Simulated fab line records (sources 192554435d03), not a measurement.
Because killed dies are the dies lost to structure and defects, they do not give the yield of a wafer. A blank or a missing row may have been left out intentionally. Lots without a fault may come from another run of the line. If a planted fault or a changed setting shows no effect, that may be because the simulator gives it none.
A struck lot beside a sound one	flow n5-finfet	43 out of 1938 route steps
Sound: wafers L751.1, L751.2, L751.6. Struck: wafer L760.6. (L760.4, L760.5 of the same lot were not struck and are left out.) The cause comes at the end.
Per side, at each step with rows, come the tool, then ch with its chambers, and then its first start. Under that, the readings that differ: sound wafers	struck wafers	difference of the means	sigmas: that difference in standard deviations of wafers without a fault.
alike: same words and numbers on both sides, and readings whose means sit less than 2 such deviations apart. not compared: any withheld reading, any reading some wafer has no value for, any bound like >300 that may hide the same value, and any number with overlapping values for which the record gives no deviation.
A row with sigmas, a row that says differs or no value, or rows on one side alone: a step with any of these is where the two part. Numbers that don't overlap but have no deviation are shown without sigmas and don't part them. A reading that every wafer of one side lacks parts them only if that side has two wafers or more.

N5_BEOL_M13_PRE_CLEAN_42: time 30 s.
  sound: pvd-sputter-02 at day 11 15:28; struck: pvd-sputter-01 at day 14 05:44
  alike: heater-power-w
then, 2 steps without rows for these wafers: N5_BEOL_M13_SPUTTER_43 (material TaN, target thk 15 nm, time 24.19 s); N5_BEOL_M13_SPUTTER_44 (material Ta, target thk 10 nm, time 16.13 s).
N5_BEOL_M13_SPUTTER_45: material Cu, target thk 80 nm, time 13.33 s.
  sound: pvd-sputter-02 at day 11 15:40; struck: pvd-sputter-01 at day 14 05:56
reading	sound	struck	difference	sigmas
chuck-gas-flow-sccm (sccm)	1.36 1.33 1.22	1.20	-0.10	-2
  alike: throttle-valve-pct
then, 3 steps without rows for these wafers: N5_BEOL_M13_ECD_47 (material Cu, target thk 936 nm); N5_BEOL_M13_ANNEAL_48 (time 90 s); N5_BEOL_M13_CMP_49 (polishes, stops on SiOC, t overpolish 17.1 s, target thk 420 nm).
N5_BEOL_M13_THK_MEAS_50: measures by xrf.
  sound: film-metro-02 at day 11 16:32; struck: film-metro-01 at day 14 06:49
  alike: M13_THK
then, 1 step without rows for these wafers: N5_BEOL_M13_PRE_CLEAN_52 (time 15 s).
N5_BEOL_M13_DEP_53: deposits SiCN from 3MS/NH3, target thk 50 nm, time 17.8 s.
  sound on pecvd-01 ch 0,1,2, day 11 16:36; struck on pecvd-02 ch 2, day 14 06:53
  alike: showerhead-plenum-p-Torr, throttle-valve-pct
  not compared: since-wet-clean-h
N5_BEOL_M13_RS_MEAS_54: the measuring method here is four-point-probe.
  sound: film-metro-02 at day 11 16:40; struck: film-metro-01 at day 14 06:57
  alike: M13_RS
N5_BEOL_M13_INSPECT_55: inspects for defects (darkfield).
  sound: defect-inspect-01 at day 11 16:41; struck: defect-inspect-01 at day 14 06:58
  alike: raw-defect-count
N5_BEOL_M14_ILD_DEP_00: deposits SiO2 from TEOS/O2, target thk 1119.3 nm, time 237.4 s.
  sound on pecvd-04 ch 0,1,2, day 11 16:44; struck on pecvd-04 ch 1, day 14 07:05
reading	sound	struck	difference	sigmas
run-length-s (s)	279.7 279.9 281.6	176.7	-103.7	-99 or more
model.SiO2_of_BEOL_M14_ILD_DEP_00.thk-nm (nm)	1103 1117 1120	637.2	-476.1	
  alike: heater-power-w, showerhead-plenum-p-Torr, throttle-valve-pct
  not compared: since-wet-clean-h
N5_BEOL_M14_THK_MEAS_01:
  sound: film-metro-02 at day 11 16:55; struck: film-metro-02 at day 14 07:12
reading	sound	struck	difference	sigmas
M14_ILD_THK (nm)	1102 1117 1120	638	-475	-28
then, 8 steps without rows for these wafers: N5_BEOL_M14_COAT_58 (time 60 s, resist thk 89 nm); N5_BEOL_M14_COAT_04 (resist thk 800 nm); N5_BEOL_M14_EBR_06; N5_BEOL_M14_SOFTBAKE_05 (time 60 s); N5_BEOL_M14_EXPOSE_07 (exposes mask V13); N5_BEOL_M14_PEB_08 (peb time 90 s); N5_BEOL_M14_DEVELOP_09 (develop time 45 s); N5_BEOL_M14_HARDBAKE_14 (time 120 s).
N5_BEOL_M14_CD_MEAS_10: the cd target is 250 nm.
  sound on cd-sem-02 ch 0, day 11 17:21; struck on cd-sem-03 ch 0, day 14 07:31
  alike: cd-nm
N5_BEOL_M14_OVL_MEAS_11:
  sound on overlay-02 ch 0, day 11 17:23; struck on overlay-01 ch 0, day 14 07:32
  alike: V13_OVL
N5_BEOL_M14_INSPECT_12: inspects for defects (macro).
  sound: defect-inspect-02 at day 11 17:24; struck: defect-inspect-02 at day 14 07:34
  alike: raw-defect-count
then, 1 step without rows for these wafers: N5_BEOL_M14_DESCUM_15 (chemistry O2, time 7.9 s).
N5_BEOL_M14_ETCH_59: etches BARC in N2/H2, target depth 89 nm, overetch 26.7 nm, time 67.9 s.
  sound on rie-diel-02 ch 0,1, day 11 17:28; struck on rie-diel-01 ch 1, day 14 07:38
  alike: drypump-motor-current-A, oes-product-au, rf-vpp-V, showerhead-plenum-p-Torr, throttle-valve-pct
  not compared: rf-hours-counter-h
N5_BEOL_M14_VIA_ETCH_16: etches SiO2 in C4F8/O2/Ar, target depth 1231.3 nm.
  sound on rie-diel-02 ch 0,1, day 11 17:31; struck on rie-diel-01 ch 1, day 14 07:41
reading	sound	struck	difference	sigmas
model.etch.depth-nm (nm)	1103 1117 1120	637.2	-476.1	
model.coat_of_BEOL_M14_COAT_04.thk-nm (nm)	457 456.8 451.6	572.2	+117.1	
  alike: C4F8_flow_sccm, drypump-motor-current-A, oes-product-au, rf-vpp-V, showerhead-plenum-p-Torr, throttle-valve-pct
then, 1 step without rows for these wafers: N5_BEOL_M14_STRIP_63 (strips in O2).
N5_BEOL_M14_STRIP_64: strips in O2.
  sound: rie-diel-02 ch 0,1; struck: rie-diel-01 ch 1
  alike: drypump-motor-current-A, oes-product-au, rf-vpp-V, showerhead-plenum-p-Torr, throttle-valve-pct
  not compared: rf-hours-counter-h
then, 2 steps without rows for these wafers: N5_BEOL_M14_STRIP_71 (strips in post etch residue remover, time 60 s); N5_BEOL_M14_SRD_72 (time 30 s, dry time 30 s).
N5_BEOL_M14_CD_MEAS_17: the cd target is 250 nm.
  sound: cd-sem-03 at day 11 17:52; struck: cd-sem-01 at day 14 08:02
  alike: cd-nm
then, 9 steps without rows for these wafers: N5_BEOL_M14_COAT_65 (time 60 s, resist thk 450 nm); N5_BEOL_M14_COAT_66 (time 60 s, resist thk 110 nm); N5_BEOL_M14_COAT_22 (resist thk 300 nm); N5_BEOL_M14_EBR_24; N5_BEOL_M14_SOFTBAKE_23 (time 60 s); N5_BEOL_M14_EXPOSE_25 (exposes mask M14, target cd 280 nm); N5_BEOL_M14_PEB_26 (peb time 90 s); N5_BEOL_M14_DEVELOP_27 (develop time 45 s); N5_BEOL_M14_HARDBAKE_32 (time 120 s).
N5_BEOL_M14_CMP_49: polishes, stops on SiO2, t overpolish 5.2 s, target thk 560 nm.
  sound on cmp-04 ch 1,2,3, day 12 00:16; struck on cmp-01 ch 1, day 14 10:45
reading	sound	struck	difference	sigmas
model.SiO2_of_BEOL_M14_ILD_DEP_00.thk-nm (nm)	1022 1039 1040	559.6	-474.1	
  alike: motor-current-A
  not compared: pad-life-wafers

## WHERE THEY PART
Earliest at N5_BEOL_M13_SPUTTER_45; latest, in this record, at N5_BEOL_M14_THK_MEAS_01. Later steps at which nothing parts them and some readings are alike: N5_BEOL_M14_CD_MEAS_10, N5_BEOL_M14_OVL_MEAS_11, N5_BEOL_M14_INSPECT_12, N5_BEOL_M14_ETCH_59, N5_BEOL_M14_VIA_ETCH_16, N5_BEOL_M14_STRIP_64, N5_BEOL_M14_CD_MEAS_17, N5_BEOL_M14_CMP_49.

WHY: what the simulator had put in
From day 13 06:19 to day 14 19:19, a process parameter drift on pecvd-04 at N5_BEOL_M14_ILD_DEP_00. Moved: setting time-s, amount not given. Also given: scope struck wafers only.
